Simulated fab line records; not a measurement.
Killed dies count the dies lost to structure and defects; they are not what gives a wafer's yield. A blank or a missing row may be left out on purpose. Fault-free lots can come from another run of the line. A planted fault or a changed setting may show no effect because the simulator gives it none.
A struck lot beside a sound one || flow n5-finfet || 22 steps out of a route of 1938
Sound: these wafers, L341.1, L341.5, L341.6. Struck: wafers L346.1, L346.4, L346.5. The cause is given at the end.
For every step that has rows: the tool of each side, followed by ch and its chambers, followed by its first start. Under that, the readings that differ: sound wafers || struck wafers || difference of the means || sigmas: that difference in standard deviations of wafers without a fault.
alike: readings with means less than 2 such deviations apart, plus words and numbers identical on both sides. not compared: withheld readings, readings lacking a value on some wafer, bounds such as >300 that could conceal the same value, and numbers that have no deviation in the record and whose values overlap.
A row with sigmas, a row that says differs or no value, or rows on one side alone: a step with any of these is where the two part. Non-overlapping numbers with no deviation appear without sigmas and do not part them. A reading that every wafer of one side lacks parts them only if that side has two wafers or more.

first, 8 steps without rows for these wafers: N5_BEOL_M11_CVD_75 (deposits Co from CCTBA/H2, target thk 2 nm, time 138.9 s); N5_BEOL_M11_SPUTTER_48 (material Cu, target thk 12 nm, time 2 s); N5_BEOL_M11_ECD_50 (material Cu, target thk 318 nm); N5_BEOL_M11_ANNEAL_51 (time 90 s); N5_BEOL_M11_CMP_52 (polishes, stops on SiCOH lowk, t overpolish 7 s, target thk 140 nm); N5_BEOL_M11_PRE_CLEAN_55 (time 15 s); N5_BEOL_M11_DEP_56 (deposits SiCN from 3MS/NH3, target thk 30 nm, time 10.5 s); N5_BEOL_M12_ILD_DEP_00 (deposits SiOC from DEMS/O2, target thk 658.92 nm, time 130.7 s).
N5_BEOL_M12_COAT_58: time 60 s, resist thk 89 nm.
  sound on litho-track-01 ch 0, day 12 12:07; struck on litho-track-01 ch 0, day 14 13:57
{"reading": "spin-speed-rpm (rpm)", "sound": "1499.7 1500.3 1498.9", "struck": "1546.0 1545.4 1547.4", "difference": "+46.6", "sigmas": "+47"}
{"reading": "model.BARC_of_BEOL_M12_COAT_58.thk-nm (nm)", "sound": "89.2 89.2 89.2", "struck": "88 87.8 87.8", "difference": -1, "sigmas": ""}
then, 8 steps without rows for these wafers: N5_BEOL_M12_COAT_04 (resist thk 400 nm); N5_BEOL_M12_EBR_06; N5_BEOL_M12_SOFTBAKE_05 (time 60 s); N5_BEOL_M12_EXPOSE_07 (exposes mask V11); N5_BEOL_M12_PEB_08 (peb time 90 s); N5_BEOL_M12_DEVELOP_09 (develop time 45 s); N5_BEOL_M12_HARDBAKE_14 (time 120 s); N5_BEOL_M12_DESCUM_15 (chemistry O2, time 7.9 s).
N5_BEOL_M12_ETCH_59: etches BARC in N2/H2, target depth 89 nm, overetch 26.7 nm, time 67.9 s.
  sound on rie-diel-06 ch 0,2,3, day 12 12:38; struck on rie-diel-06 ch 0,3, day 14 14:27
{"reading": "model.etch.depth-nm (nm)", "sound": "89.18 89.13 89.19", "struck": "87.93 87.81 87.71", "difference": -1.35, "sigmas": ""}
  alike: drypump-motor-current-A, h2-flow-sccm, oes-product-au, rf-vpp-V, showerhead-plenum-p-Torr, throttle-valve-pct
  not compared: rf-hours-counter-h
then, 2 steps without rows for these wafers: N5_BEOL_M12_VIA_ETCH_16 (etches SiOC in C4F8/O2/Ar, target depth 724.8 nm); N5_BEOL_M12_STRIP_63 (strips in N2/H2).
N5_BEOL_M12_STRIP_64: strips in N2/H2.
  sound on plasma-asher-02 ch 0,1, day 12 12:56; struck on plasma-asher-02 ch 0,1, day 14 14:46
{"reading": "strip-time-to-endpoint-s (s)", "sound": "31.38 31.33 31.37", "struck": "31.01 30.98 30.94", "difference": -0.38, "sigmas": -5}
  alike: drypump-motor-current-A, h2-flow-sccm, heater-power-w, oes-product-au
  not compared: rf-hours-counter-h
then, 1 step without rows for these wafers: N5_BEOL_M12_STRIP_71 (strips in post etch residue remover, time 60 s).

== WHERE THEY PART ==
Last at N5_BEOL_M12_STRIP_64 as far as this record goes, first at N5_BEOL_M12_COAT_58.

WHY: what the simulator had put in
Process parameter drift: litho-track-01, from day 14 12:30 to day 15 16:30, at N5_BEOL_M12_COAT_58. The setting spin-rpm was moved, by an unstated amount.
